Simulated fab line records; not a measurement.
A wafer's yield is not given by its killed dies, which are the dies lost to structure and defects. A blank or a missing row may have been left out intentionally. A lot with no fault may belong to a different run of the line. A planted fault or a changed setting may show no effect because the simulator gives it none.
Matching of chambers    flow n5 finfet    N5_BEOL_M1_DEP_57 on pecvd-04: 3 sister chambers
The step deposits SiCN from 3MS/NH3, target thk 8 nm, time 14 s. 14 wafers are shown with their chamber, then 7 later ones without.

## EACH WAFER AND ITS CHAMBER
wafer   chamber  throttle valve pct (%)  showerhead plenum p Torr (Torr)
L076.2  1        9.7                     3.659
L076.4  1        9.8                     3.675
L076.5  0        8.9                     3.666
L077.1  2        9.0                     3.694
L077.3  1        9.8                     3.666
L077.5  2        9.4                     3.686
L079.2  1        9.9                     3.665
L079.3  0        9.0                     3.678
L079.6  2        9.0                     3.691
L084.2  0        8.9                     3.675
L084.5  2        9.3                     3.688
L084.6  0        8.9                     3.670
L086.2  0        9.0                     3.670
L086.4  0        9.0                     3.675

SIGNATURES (means of the wafers above)
reading                   chamber 0  chamber 1  chamber 2  scatter within a chamber
throttle valve pct        8.950      9.800      9.175      0.122
showerhead plenum p Torr  3.67233    3.66625    3.68975    0.00491
Rule: a wafer's distance from a chamber is the root of the sum, over the readings, of the square of ((its reading less the chamber's mean) divided by the reading's scatter). If the next closest chamber is less than 2 further off than the closest, the wafer can't be placed; otherwise it belongs to the closest. The scatter is the square root of a quotient: the sum, over the shown wafers, of each reading's squared deviation from its chamber's mean, divided by wafers minus chambers.

## WAFERS WITHOUT THEIR CHAMBER
wafer   throttle valve pct (%)  showerhead plenum p Torr (Torr)
L086.5  8.8                     3.673
L091.1  8.5                     3.677
L091.2  9.6                     3.674
L091.3  9.2                     3.661
L094.1  8.2                     3.674
L094.2  9.6                     3.669
L094.6  9.6                     3.670

## CHAMBER TAKEN BY EACH
wafer    from the rows above       in truth
L086.5   0                         0
L091.1   0                         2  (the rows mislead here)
L091.2   1                         1
L091.3   can't be placed: 0 or 1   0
L094.1   0                         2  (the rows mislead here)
L094.2   1                         1
L094.6   1                         1
Placed correctly: 4 of 7. Cannot be placed on the basis of these rows: 1; the candidates contain the true chamber in 1. Wrongly placed: 2.
